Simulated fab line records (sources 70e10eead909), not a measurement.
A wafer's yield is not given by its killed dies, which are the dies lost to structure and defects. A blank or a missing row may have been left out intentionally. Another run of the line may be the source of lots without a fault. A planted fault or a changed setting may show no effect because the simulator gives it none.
fab line records + flow nand-harc + part 2 of 2: steps 28 to 38 of 38
record
- lots=5
- wafers=15
- last-day=24
route steps=1159 shown P_ZERO_WELL@14
lots that met no fault: from a run of the same line without faults
start-h: hours from the record's opening day to when the first of the lot's shown wafers began + wait-h: hours elapsed since this lot's preceding step + " unchanged from the row above + L1.1+2: one row covering several wafers at once + - no value present, or no start provided + * or withheld: withheld + < > ~ a bound
route shown NAME@n: a module of which the file shows steps, and the number in the route of the first + usual: average and standard deviation across the fault-free wafers + same: alike in all rows + chamber/n: place in a boat + sites: per-site readings + _std_site: the values' standard deviation + _edge_site: mean of outer sites minus mean of inner sites + radius-mm: for every site, how far away it sits from the centre of the wafer + mask NAME#n: copy n + behind: the most recent tool/chamber to have shaped the wafer + hold: the reason the lot was held/the length of the hold in hours/how it ended + device: transistor that didn't switch, given as n, p or np + end of line: the route-end tests of the same wafers + where a step has no rows: the recipe by itself + killed: at the first sort, the dies lost to defects and structure; wafer yield is something else + map: dies across one wafer; x = killed, . = not, _ = none there
set.NAME: the setting as run; set.NAME@STEP: as run at that earlier step + model.NAME: the simulator's own value behind a step, which no gauge read
lots at some steps of the route; a table a step, a row a wafer
services: when a tool's chamber went out of use (start-h, in hours from the record's first day, below 0 if earlier), for how many hours, and the reason
## steps
# step NHARC_P_ZERO_WELL_EXPOSE_34
# recipe
- na=0.6
- target-cd-nm=720
- dose-mj=22.31
- mask-id=P_PWELL
| lot.wafer  | tool           | chamber | start-h | wait-h | mask      |
|------------|----------------|---------|---------|--------|-----------|
| L078.1+3+6 | krf-scanner-03 | 0       | 39.81   | -      | P_PWELL#0 |
| L080.2+3+4 | krf-scanner-03 | 0       | 51.99   | -      | P_PWELL#0 |
| L085.2+4+5 | krf-scanner-03 | 0       | 81.71   | -      | P_PWELL#0 |
| L088.2+5+6 | krf-scanner-01 | 0       | 99.96   | -      | P_PWELL#0 |
| L096.4+5+6 | krf-scanner-04 | 0       | 148.04  | -      | P_PWELL#0 |
# step NHARC_P_ZERO_WELL_PEB_35
# recipe
- peb-temp-c=118
- peb-time-s=85
| lot.wafer  | tool           | chamber | start-h | wait-h |
|------------|----------------|---------|---------|--------|
| L078.1+3+6 | litho-track-05 | 0       | 39.88   | 0.1    |
| L080.2+3+4 | litho-track-02 | 0       | 52.05   | 0.1    |
| L085.2+4+5 | litho-track-02 | 0       | 81.77   | 0.1    |
| L088.2+5+6 | litho-track-02 | 0       | 100.03  | 0.1    |
| L096.4+5+6 | litho-track-03 | 0       | 148.09  | 0.0    |
# step NHARC_P_ZERO_WELL_DEVELOP_36
# recipe
- time-s=70
| lot.wafer  | tool           | chamber | start-h | wait-h |
|------------|----------------|---------|---------|--------|
| L078.1+3+6 | litho-track-05 | 0       | -       | -      |
| L080.2+3+4 | litho-track-02 | 0       | -       | -      |
| L085.2+4+5 | litho-track-02 | 0       | -       | -      |
| L088.2+5+6 | litho-track-02 | 0       | -       | -      |
| L096.4+5+6 | litho-track-03 | 0       | -       | -      |
# step NHARC_P_ZERO_WELL_CD_MEAS_37
# recipe
- target-cd-nm=720
- landing-energy-ev=500
# usual
- cd-nm=720.0/1.9
| lot.wafer | tool      | chamber | start-h | wait-h | cd-nm |
|-----------|-----------|---------|---------|--------|-------|
| L078.1    | cd-sem-01 | 0       | 39.97   | -      | 721.9 |
| L078.3    | "         | 0       | "       | "      | 723.6 |
| L078.6    | "         | 0       | "       | "      | 720.2 |
| L080.2    | cd-sem-01 | 0       | 52.14   | -      | 722.7 |
| L080.3    | "         | 0       | "       | "      | 719.6 |
| L080.4    | "         | 0       | "       | "      | 720.4 |
| L085.2    | cd-sem-03 | 0       | 81.87   | -      | 723.4 |
| L085.4    | "         | 0       | "       | "      | 723.2 |
| L085.5    | "         | 0       | "       | "      | 718.5 |
| L088.2    | cd-sem-03 | 0       | 100.13  | -      | 723.3 |
| L088.5    | "         | 0       | "       | "      | 720.4 |
| L088.6    | "         | 0       | "       | "      | 719.9 |
| L096.4    | cd-sem-01 | 0       | 148.19  | -      | 719.1 |
| L096.5    | "         | 0       | "       | "      | 719.1 |
| L096.6    | "         | 0       | "       | "      | 716.9 |
# step NHARC_P_ZERO_WELL_HARDBAKE_38
# recipe
- temp-c=125
- time-s=80
| lot.wafer  | tool           | chamber | start-h | wait-h |
|------------|----------------|---------|---------|--------|
| L078.1+3+6 | litho-track-02 | 0       | 40.05   | -      |
| L080.2+3+4 | litho-track-05 | 0       | 52.22   | -      |
| L085.2+4+5 | litho-track-03 | 0       | 81.95   | -      |
| L088.2+5+6 | litho-track-02 | 0       | 100.22  | -      |
| L096.4+5+6 | litho-track-02 | 0       | 148.27  | -      |
# step NHARC_P_ZERO_WELL_DESCUM_39
# recipe
- time-s=3
- o2-flow-sccm=200
- ar-flow-sccm=0
- bias-power-w=0
- chemistry=O2
# usual
- drypump-motor-current-A=5.7/0.44
- mfc-ar-sccm=0.015/0.013
- oes-product-au=1.001/0.0093
- rf-vpp-V=57.7/0.83
- showerhead-plenum-p-Torr=1.94/0.076
- throttle-valve-pct=11.312/0.0098
| lot.wafer | tool        | chamber | start-h | wait-h | drypump-motor-current-A | mfc-ar-sccm | oes-product-au | rf-hours-counter-h | rf-vpp-V | showerhead-plenum-p-Torr | throttle-valve-pct |
|-----------|-------------|---------|---------|--------|-------------------------|-------------|----------------|--------------------|----------|--------------------------|--------------------|
| L078.1    | rie-diel-10 | 1       | 40.14   | -      | 5.5                     | 0.013       | 0.995          | 2                  | 57.0     | 1.89                     | 11.305             |
| L078.3    | "           | 2       | "       | "      | 5.7                     | 0.023       | 0.982          | 4                  | 57.5     | 1.86                     | 11.314             |
| L078.6    | "           | 1       | "       | "      | 5.6                     | 0.013       | 0.995          | -                  | 56.9     | 1.89                     | 11.308             |
| L080.4    | rie-diel-05 | 2       | 52.30   | -      | 5.2                     | 0.029       | 1.007          | 3                  | 59.2     | 2.02                     | 11.306             |
| L080.3    | "           | 3       | "       | "      | 6.1                     | 0.036       | 1.014          | 3                  | 57.5     | 1.92                     | 11.288             |
| L080.2    | "           | 0       | "       | "      | 5.5                     | 0           | 1.021          | 3                  | 59.2     | 1.95                     | 11.317             |
| L085.4    | rie-diel-07 | 3       | 82.02   | -      | 6.5                     | 0.031       | 0.982          | 2                  | 58.6     | 1.93                     | 11.309             |
| L085.2    | "           | 2       | "       | "      | 6.5                     | 0.000       | 0.993          | 2                  | 56.3     | 1.79                     | 11.308             |
| L085.5    | "           | 3       | "       | "      | 6.5                     | 0.031       | 0.991          | -                  | 58.2     | 1.93                     | 11.306             |
| L088.2    | rie-diel-05 | 1       | 100.33  | -      | 5.5                     | 0           | 1.005          | 8                  | 57.8     | 2.00                     | 11.297             |
| L088.5    | "           | 3       | "       | "      | 6.2                     | 0.036       | 1.008          | -                  | 57.6     | 1.92                     | 11.307             |
| L088.6    | "           | 0       | "       | "      | 5.5                     | 0           | 1.012          | -                  | 56.5     | 1.95                     | 11.311             |
| L096.4    | rie-diel-05 | 0       | 148.34  | -      | 5.5                     | 0           | 1.019          | 10                 | 57.5     | 1.95                     | 11.312             |
| L096.5    | "           | 0       | "       | "      | 5.5                     | 0           | 1.010          | -                  | 57.9     | 1.95                     | 11.323             |
| L096.6    | "           | 1       | "       | "      | 5.5                     | 0           | 1.000          | -                  | 58.3     | 2.00                     | 11.318             |
# step NHARC_P_ZERO_WELL_IMPLANT_40
# recipe
- energy-kev=300
- dose-cm2=1e+13
- tilt-deg=7
# usual
- beam-energy-keV=299.97/0.092
- beam-on-s=9.98/0.21
- dose-ions-cm2=1.0001e+13/1.1e+10
| lot.wafer | tool         | chamber | start-h | wait-h | beam-energy-keV | beam-on-s | dose-ions-cm2 |
|-----------|--------------|---------|---------|--------|-----------------|-----------|---------------|
| L078.1    | implanter-02 | 0       | 40.27   | 0.1    | 300.01          | 10.07     | 1.0012e+13    |
| L078.3    | "            | 0       | "       | "      | 299.96          | 9.83      | 1.0021e+13    |
| L078.6    | "            | 0       | "       | "      | 299.99          | 9.98      | 1.0007e+13    |
| L080.2    | implanter-01 | 0       | 52.47   | 0.1    | 299.94          | 9.85      | 1.0004e+13    |
| L080.3    | "            | 0       | "       | "      | 299.91          | 9.62      | 1e+13         |
| L080.4    | "            | 0       | "       | "      | 299.85          | 9.70      | 1.0017e+13    |
| L085.2    | implanter-01 | 0       | 82.20   | 0.1    | 299.99          | 9.99      | 1.0007e+13    |
| L085.4    | "            | 0       | "       | "      | 300.02          | 9.80      | 9.991e+12     |
| L085.5    | "            | 0       | "       | "      | 299.99          | 9.47      | 9.996e+12     |
| L088.2    | implanter-02 | 0       | 100.48  | 0.1    | 299.81          | 9.72      | 1e+13         |
| L088.5    | "            | 0       | "       | "      | 299.84          | 9.68      | 1.0006e+13    |
| L088.6    | "            | 0       | "       | "      | 299.95          | 10.02     | 9.971e+12     |
| L096.4    | implanter-01 | 0       | 148.57  | 0.2    | 299.93          | 9.84      | 1.0005e+13    |
| L096.5    | "            | 0       | "       | "      | 299.95          | 9.91      | 9.983e+12     |
| L096.6    | "            | 0       | "       | "      | 300.01          | 10.21     | 1e+13         |
# step NHARC_P_ZERO_WELL_IMPLANT_59
# recipe
- energy-kev=120
- dose-cm2=5e+12
- tilt-deg=7
# usual
- beam-energy-keV=120.00/0.038
- beam-on-s=10.01/0.19
- dose-ions-cm2=5e+12/5.5e+09
| lot.wafer | tool         | chamber | start-h | wait-h | beam-energy-keV | beam-on-s | dose-ions-cm2 |
|-----------|--------------|---------|---------|--------|-----------------|-----------|---------------|
| L078.1    | implanter-02 | 0       | 40.45   | 0.2    | 120.01          | 10.01     | 5.005e+12     |
| L078.3    | "            | 0       | "       | "      | 120.02          | 10.11     | 4.993e+12     |
| L078.6    | "            | 0       | "       | "      | 120.01          | 10.20     | 5e+12         |
| L080.2    | implanter-01 | 0       | 52.66   | 0.2    | 119.98          | 10.31     | 5.007e+12     |
| L080.3    | "            | 0       | "       | "      | 120.06          | 9.89      | 4.998e+12     |
| L080.4    | "            | 0       | "       | "      | 120.03          | 10.16     | 5.002e+12     |
| L085.2    | implanter-01 | 0       | 82.38   | 0.2    | 119.98          | 9.83      | 4.999e+12     |
| L085.4    | "            | 0       | "       | "      | 119.95          | 9.99      | 5.001e+12     |
| L085.5    | "            | 0       | "       | "      | 119.95          | 9.72      | 5.002e+12     |
| L088.2    | implanter-02 | 0       | 100.66  | 0.1    | 120.00          | 9.62      | 5e+12         |
| L088.5    | "            | 0       | "       | "      | 119.98          | 10.40     | 4.998e+12     |
| L088.6    | "            | 0       | "       | "      | 119.95          | 9.88      | 5e+12         |
| L096.4    | implanter-01 | 0       | 148.75  | 0.2    | 119.98          | 10.13     | 4.998e+12     |
| L096.5    | "            | 0       | "       | "      | 119.94          | 9.94      | 5.007e+12     |
| L096.6    | "            | 0       | "       | "      | 120.01          | 9.94      | 4.993e+12     |
# step NHARC_P_ZERO_WELL_IMPLANT_60
# recipe
- energy-kev=30
- dose-cm2=2e+12
- tilt-deg=7
# usual
- beam-energy-keV=29.999/0.0084
- beam-on-s=10.03/0.19
- dose-ions-cm2=2.0001e+12/2e+09
| lot.wafer | tool         | chamber | start-h | wait-h | beam-energy-keV | beam-on-s | dose-ions-cm2 |
|-----------|--------------|---------|---------|--------|-----------------|-----------|---------------|
| L078.1    | implanter-02 | 0       | 40.64   | 0.2    | 30.019          | 10.02     | 2.0026e+12    |
| L078.3    | "            | 0       | "       | "      | 30.010          | 10.13     | 2.0017e+12    |
| L078.6    | "            | 0       | "       | "      | 30.020          | 10.18     | 1.9977e+12    |
| L080.2    | implanter-01 | 0       | 52.84   | 0.2    | 30.001          | 9.89      | 2.0021e+12    |
| L080.3    | "            | 0       | "       | "      | 30.004          | 10.31     | 2.0005e+12    |
| L080.4    | "            | 0       | "       | "      | 29.993          | 10.14     | 1.9989e+12    |
| L085.2    | implanter-01 | 0       | 82.56   | 0.2    | 30.005          | 9.85      | 1.9981e+12    |
| L085.4    | "            | 0       | "       | "      | 30.005          | 9.93      | 2.0015e+12    |
| L085.5    | "            | 0       | "       | "      | 29.998          | 10.16     | 1.9987e+12    |
| L088.2    | implanter-02 | 0       | 100.84  | 0.1    | 29.986          | 10.23     | 2.0042e+12    |
| L088.5    | "            | 0       | "       | "      | 29.983          | 9.82      | 2.002e+12     |
| L088.6    | "            | 0       | "       | "      | 29.993          | 10.25     | 1.9996e+12    |
| L096.4    | implanter-01 | 0       | 148.93  | 0.1    | 30.001          | 9.68      | 2.0003e+12    |
| L096.5    | "            | 0       | "       | "      | 29.994          | 9.92      | 2.0028e+12    |
| L096.6    | "            | 0       | "       | "      | 29.994          | 10.01     | 2.0002e+12    |
# step NHARC_P_ZERO_WELL_STRIP_41
# recipe
- time-s=840
- temp-c=130
- chemistry=SPM
| lot.wafer  | tool         | chamber | start-h | wait-h |
|------------|--------------|---------|---------|--------|
| L078.3+1+6 | wet-bench-09 | 2,4,6   | 40.85   | 0.1    |
| L080.2+4+3 | wet-bench-01 | 6,7,2   | 53.03   | 0.2    |
| L085.2+4+5 | wet-bench-09 | 6,7,0   | 82.76   | 0.2    |
| L088.6+2+5 | wet-bench-04 | 0,1,2   | 101.03  | 0.0    |
| L096.5+6+4 | wet-bench-04 | 1,2,4   | 149.06  | 0.1    |
# step NHARC_P_ZERO_WELL_DEHYDRATE_44
# recipe
- temp-c=150
- time-s=120
| lot.wafer  | tool           | chamber | start-h | wait-h |
|------------|----------------|---------|---------|--------|
| L078.1+3+6 | litho-track-02 | 0       | 41.18   | -      |
| L080.2+3+4 | litho-track-05 | 0       | 53.35   | -      |
| L085.2+4+5 | litho-track-05 | 0       | 83.08   | -      |
| L088.2+5+6 | litho-track-02 | 0       | 101.35  | -      |
| L096.4+5+6 | litho-track-03 | 0       | 149.39  | -      |
## services
| tool           | chamber | start-h | hours | kind   |
|----------------|---------|---------|-------|--------|
| implanter-01   | -       | 18.53   | 3.6   | repair |
| rie-diel-10    | 1       | 21.48   | 11.2  | repair |
| rie-si-06      | 0       | 22.56   | 8.4   | repair |
| krf-scanner-04 | -       | 28.49   | 1.8   | repair |
| wet-bench-01   | -       | 37.60   | 8.0   | pm     |
| litho-track-03 | -       | 38.00   | 7.0   | pm     |
| rie-diel-10    | 3       | 40.99   | 5.1   | repair |
| implanter-02   | -       | 43.68   | 1.9   | repair |
| krf-scanner-01 | -       | 48.71   | 0.4   | repair |
| rie-diel-07    | -       | 51.21   | 9.0   | pm     |
| implanter-02   | -       | 61.58   | 7.3   | repair |
| litho-track-05 | -       | 62.00   | 7.0   | pm     |
| krf-scanner-01 | -       | 66.10   | 18.7  | repair |
| rie-diel-07    | -       | 69.01   | 0.1   | repair |
| rie-diel-07    | 0       | 75.42   | 2.0   | repair |
| implanter-01   | -       | 78.22   | 1.4   | repair |
| implanter-02   | -       | 85.00   | 13.0  | pm     |
| wet-bench-09   | -       | 112.80  | 8.0   | pm     |
| rie-diel-10    | 0       | 114.17  | 6.7   | repair |
| krf-scanner-01 | -       | 118.82  | 1.9   | repair |
| krf-scanner-03 | -       | 123.37  | 47.3  | repair |
| rie-diel-05    | 0       | 123.67  | 6.2   | repair |
| rie-diel-07    | -       | 129.04  | 0.4   | repair |
| rie-diel-05    | 3       | 139.54  | 5.4   | repair |
